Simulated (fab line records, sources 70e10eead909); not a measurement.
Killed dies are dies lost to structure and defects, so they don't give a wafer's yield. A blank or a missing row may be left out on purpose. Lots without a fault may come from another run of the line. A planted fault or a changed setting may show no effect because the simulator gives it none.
Which tool did it? | flow nand_harc | 6 lots, 18 wafers sampled, at 4 steps of a route of 1302

WHAT THE GAUGES READ, wafer by wafer
NHARC_END_SORT_01.
lot  | measured     | on        | killed_at_array
L720 | day 32 06:52 | prober-01 | 216 190 47

WHICH TOOL RAN EACH LOT (tool, then ch and the chambers of the sampled wafers, then the start)
lot  | NHARC_A_CONTACT_DEP_58          | NHARC_A_BONDPAD_ETCH_12                       | NHARC_A_BONDPAD_PRE_CLEAN_26
L703 | pecvd-03 ch 0,1, day 22 10:09   | rie_diel-09 ch 0,2,3, no start                | pvd_sputter-03, no start
L705 | pecvd-04 ch 0,1, day 23 08:16   | rie_diel-09 ch 0,1,2, no start                | pvd_sputter-02, no start
L711 | pecvd-03 ch 0,2, day 25 08:18   | rie_diel-05 ch 1,2,3, no start                | pvd_sputter-02, no start
L713 | pecvd-02 ch 1,2, day 26 04:01   | rie_diel-05 ch 0,1,3, no start                | pvd_sputter-02, no start
L717 | pecvd-02 ch 0,1,2, day 27 15:15 | rie_diel-10 ch 0,2,3, no start                | pvd_sputter-03, no start
L720 | pecvd-02 ch 0,1, day 29 19:00   | rie_diel-09 ch 1,2,3, day 32 06:52 or earlier | pvd_sputter-03, day 32 06:52 or earlier
- NHARC_A_CONTACT_DEP_58: deposits SiON, target thk 90 nm.
- NHARC_A_BONDPAD_ETCH_12: etches the open film in CHF3/O2, target depth 220 nm, time 110 s.
- NHARC_A_BONDPAD_PRE_CLEAN_26: time 30 s.

THE ANSWER, worked out from the rows above alone
Rule: what is usual is taken from the lots themselves. Put in order of their means at a reading, lots are off if they are a third of the lots or fewer, leave a main group of 4 or more, and stand apart from it by a gap of 3 or more times the standard deviation of the main group's means; of several such gaps the widest counts. A main group whose means are all the same, to the digits that the tables above print for the reading, isn't used. A lot without any number at a reading at which 4 lots or more have one is off too. The other lots that the step has rows for count as sound.
No lot is off at any reading shown: from this, nothing can be told.

WHAT THE SIMULATOR HAD PUT IN
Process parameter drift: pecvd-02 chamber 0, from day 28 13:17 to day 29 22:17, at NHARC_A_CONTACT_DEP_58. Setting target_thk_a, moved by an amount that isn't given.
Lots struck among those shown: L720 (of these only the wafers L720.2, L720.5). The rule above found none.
